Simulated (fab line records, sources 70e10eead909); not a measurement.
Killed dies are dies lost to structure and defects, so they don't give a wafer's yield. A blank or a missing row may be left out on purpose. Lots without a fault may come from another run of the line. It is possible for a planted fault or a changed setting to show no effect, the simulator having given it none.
Check for tools in common | flow nand harc | Sampled: 13 lots, 45 wafers

THE REASON FOR OPENING IT
On 2 of the 13 lots, a flag is raised at NHARC_A_BONDPAD_THK_MEAS_20 on the reading thk nm. Fault-free wafers read 169.7 nm, with a standard deviation of 1.6.
Rule: a lot is flagged in two cases, either no wafer of it has a number, or all its wafers with numbers fall more than 4 standard deviations from that mean. The rest of the lots are taken to be sound.

lot  | measured     | on            | thk nm (nm), wafer by wafer   | flag
L805 | day 23 13:00 | film metro-01 | 168.9 168.8 168.9             |
L804 | day 23 20:53 | film metro-02 | 166.1 168.9 169.2             |
L812 | day 26 07:22 | film metro-01 | 30.3 28.8 29.8 29.1 30.1 29.3 | FLAGGED
L811 | day 26 11:23 | film metro-02 | 29.8 29.7 32.3 28.4 30.8 29.1 | FLAGGED
L817 | day 28 18:36 | film metro-01 | 166.6 168.5 166.8             |
L820 | day 30 00:42 | film metro-01 | 170.5 169.7 168.8             |
L818 | day 30 06:34 | film metro-02 | 170.5 170.8 170.0             |
L819 | day 30 07:35 | film metro-01 | 169.5 168.6 169.2             |
L822 | day 31 01:32 | film metro-01 | 168.6 166.3 166.7             |
L824 | day 31 05:16 | film metro-01 | 170.8 170.4 168.4             |
L826 | day 31 10:41 | film metro-02 | 169.9 168.9 170.0             |
L825 | day 31 14:32 | film metro-01 | 171.5 168.9 169.5             |
L827 | day 32 20:49 | film metro-01 | 171.8 170.9 170.1             |
The numbers of the flagged lots are 29.8 nm on average: -139.9 nm against the usual, or -87 standard deviations.

WHICH TOOL EACH LOT WENT THROUGH
2 process steps preceding the reading are held in the record, out of 1302 steps in the route. Every cell lists first the tool, next ch and the chambers used by the sampled wafers, and last the start.
lot  | flag    | NHARC_A_BONDPAD_PVD_17                  | NHARC_A_BONDPAD_ECD_18
L805 |         | pvd sputter-01, day 23 12:01 or earlier | ecd cu-02 ch 0,1, day 23 12:01
L804 |         | pvd sputter-01, day 23 19:56 or earlier | ecd cu-02 ch 0,1, day 23 19:56
L812 | FLAGGED | pvd sputter-01, day 26 06:22 or earlier | ecd cu-01 ch 0,1, day 26 06:22
L811 | FLAGGED | pvd sputter-03, day 26 10:20 or earlier | ecd cu-02 ch 0,1, day 26 10:20
L817 |         | pvd sputter-01, day 28 17:43 or earlier | ecd cu-02 ch 0,1, day 28 17:43
L820 |         | pvd sputter-02, day 29 23:40 or earlier | ecd cu-02 ch 0,1, day 29 23:40
L818 |         | pvd sputter-01, day 30 05:31 or earlier | ecd cu-01 ch 0,1, day 30 05:31
L819 |         | pvd sputter-02, day 30 06:30 or earlier | ecd cu-02 ch 0,1, day 30 06:30
L822 |         | pvd sputter-01, day 31 00:35 or earlier | ecd cu-01 ch 0,1, day 31 00:35
L824 |         | pvd sputter-01, day 31 04:11 or earlier | ecd cu-02 ch 0,1, day 31 04:11
L826 |         | pvd sputter-01, day 31 09:38 or earlier | ecd cu-01 ch 0,1, day 31 09:38
L825 |         | pvd sputter-03, day 31 13:32 or earlier | ecd cu-02 ch 0,1, day 31 13:32
L827 |         | pvd sputter-03, day 32 19:52 or earlier | ecd cu-02 ch 0,1, day 32 19:52
These steps, and what they do:
- NHARC_A_BONDPAD_PVD_17: deposits TaN, target thk 5 nm, time 8.06 s.
- NHARC_A_BONDPAD_ECD_18: material Cu, target thk 400 nm.
- NHARC_A_BONDPAD_THK_MEAS_20: measures by xrf.

FLAGGED AGAINST TOTAL, ONE TOOL AT A TIME (gauges that did the reading follow at the end)
step                        | tool           | lots run | flagged | share of the flagged lots | sound lots run after its first flagged lot
NHARC_A_BONDPAD_PVD_17      | pvd sputter-01 | 8        | 1       | some                      | 5 (L817,L818,L822,L824,L826)
NHARC_A_BONDPAD_PVD_17      | pvd sputter-02 | 2        | 0       | none                      | -
NHARC_A_BONDPAD_PVD_17      | pvd sputter-03 | 3        | 1       | some                      | 2 (L825,L827)
NHARC_A_BONDPAD_ECD_18      | ecd cu-01      | 4        | 1       | some                      | 3 (L818,L822,L826)
NHARC_A_BONDPAD_ECD_18      | ecd cu-02      | 9        | 1       | some                      | 6 (L817,L820,L819,L824,L825,L827)
NHARC_A_BONDPAD_THK_MEAS_20 | film metro-01  | 9        | 1       | some                      | 7 (L817,L820,L819,L822,L824,L825,L827)
NHARC_A_BONDPAD_THK_MEAS_20 | film metro-02  | 4        | 1       | some                      | 2 (L818,L826)
With no start given for some of its lots, NHARC_A_BONDPAD_PVD_17 uses the hours and lot order of NHARC_A_BONDPAD_ECD_18.

WHAT THE TABLE ALLOWS
No row of the table ran every flagged lot.

WHAT HAD BEEN PUT IN BY THE SIMULATOR
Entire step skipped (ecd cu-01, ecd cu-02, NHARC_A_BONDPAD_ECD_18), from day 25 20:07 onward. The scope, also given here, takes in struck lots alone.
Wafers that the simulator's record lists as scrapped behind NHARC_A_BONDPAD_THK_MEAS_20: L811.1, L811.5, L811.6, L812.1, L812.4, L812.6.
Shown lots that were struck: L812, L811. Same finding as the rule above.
